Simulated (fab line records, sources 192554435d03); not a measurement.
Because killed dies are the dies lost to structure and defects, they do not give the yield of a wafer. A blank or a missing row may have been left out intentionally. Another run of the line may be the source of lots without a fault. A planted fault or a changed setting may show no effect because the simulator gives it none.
Comparing a struck lot with a sound one	flow n5-finfet	15 out of 1938 route steps
Sound: wafers L476.4, L476.5, L476.6. Wafers L479.1, L479.4, L479.6 were the ones struck. The cause comes at the end.
Per side, at each step with rows, come the tool, then ch with its chambers, and then its first start. Under that, the readings that differ: sound wafers	struck wafers	difference of the means	sigmas: that difference in standard deviations of wafers without a fault.
alike: a reading whose means differ by less than 2 such deviations, as well as words and numbers matching on both sides. not compared: withheld readings; readings where some wafer has no value; bounds like >300 that might hide an equal value; numbers whose values overlap and for which the record gives no deviation.
Wherever a step has rows on one side only, a row that says differs or no value, or a row with sigmas, the two part there. Numbers that have no deviation but don't overlap get no sigmas and don't part them. A reading missing from all wafers of one side parts the sides only when that side holds two or more wafers.

N5_BEOL_M15_STRIP_36: strips in O2.
  sound on rie-diel-04 ch 0,1,3, day 12 16:05; struck on rie-diel-04 ch 0,1,3, day 13 15:11
  alike: drypump-motor-current-A, oes-product-au, rf-vpp-V, showerhead-plenum-p-Torr, throttle-valve-pct
  not compared: rf-hours-counter-h
N5_BEOL_M15_STRIP_62: strips in O2.
  sound: rie-diel-04 ch 0,1,3; struck: rie-diel-04 ch 0,1,3
  alike: drypump-motor-current-A, oes-product-au, rf-vpp-V, showerhead-plenum-p-Torr, throttle-valve-pct
  not compared: rf-hours-counter-h
then, 4 steps without rows for these wafers: N5_BEOL_M15_STRIP_37 (strips in O2); N5_BEOL_M15_ETCH_38 (etches SiCN in CF4/N2, target depth 106.4 nm, time 120.5 s); N5_BEOL_M15_PRECLEAN_39 (cleans in residue remover, time 60 s); N5_BEOL_M15_SRD_40 (time 30 s, dry time 30 s).
N5_BEOL_M15_DEGAS_41: time 60 s.
  sound on pvd-sputter-03 at day 12 16:33; struck on pvd-sputter-01 at day 13 15:50
  alike: heater-power-w
then, 1 step without rows for these wafers: N5_BEOL_M15_PRE_CLEAN_42 (time 30 s).
N5_BEOL_M15_SPUTTER_43: material TaN, target thk 15 nm, time 24.19 s.
  sound on pvd-sputter-03 at day 12 16:38; struck on pvd-sputter-01 at day 13 15:55
  alike: throttle-valve-pct
then, 1 step without rows for these wafers: N5_BEOL_M15_SPUTTER_44 (material Ta, target thk 15 nm, time 24.19 s).
N5_BEOL_M15_SPUTTER_45: material Cu, target thk 100 nm, time 16.67 s.
  sound on pvd-sputter-03 at day 12 16:47; struck on pvd-sputter-01 at day 13 16:04
  alike: throttle-valve-pct
then, 1 step without rows for these wafers: N5_BEOL_M15_ECD_47 (material Cu, target thk 1860 nm).
N5_BEOL_M15_ANNEAL_48: time 90 s.
  sound on rtp-anneal-01 ch 0, day 12 17:17; struck on rtp-anneal-01 ch 0, day 13 16:31
reading	sound	struck	difference	sigmas
wafer_temp_C_max	225.58 225.29 225.74	223.13 222.98 222.98	-2.51	-10
then, 1 step without rows for these wafers: N5_BEOL_M15_CMP_49 (polishes, stops on SiO2, t overpolish 4.9 s, target thk 850 nm).
N5_PASSIVATION_PROBE_49:
  sound on prober-02 at day 13 09:41; struck on prober-02 at day 14 07:17
  alike: defect-limited-yield, killed_at_M0_to_M3, killed_at_M4_up, killed-at-contacts, killed-at-front-end, killed-at-other, killed-dies, killed-open, killed-short, sort_bin_5_function, sort_bin_6_memory, sort_bin_8_speed, sort-n-pass, sort-yield-pct

## WHERE THEY PART
Only at N5_BEOL_M15_ANNEAL_48, within this record. Later steps at which nothing parts them and some readings are alike: N5_PASSIVATION_PROBE_49.

WHY: what the simulator had put in
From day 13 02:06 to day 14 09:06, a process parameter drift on rtp-anneal-01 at N5_BEOL_M15_ANNEAL_48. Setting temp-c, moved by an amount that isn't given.
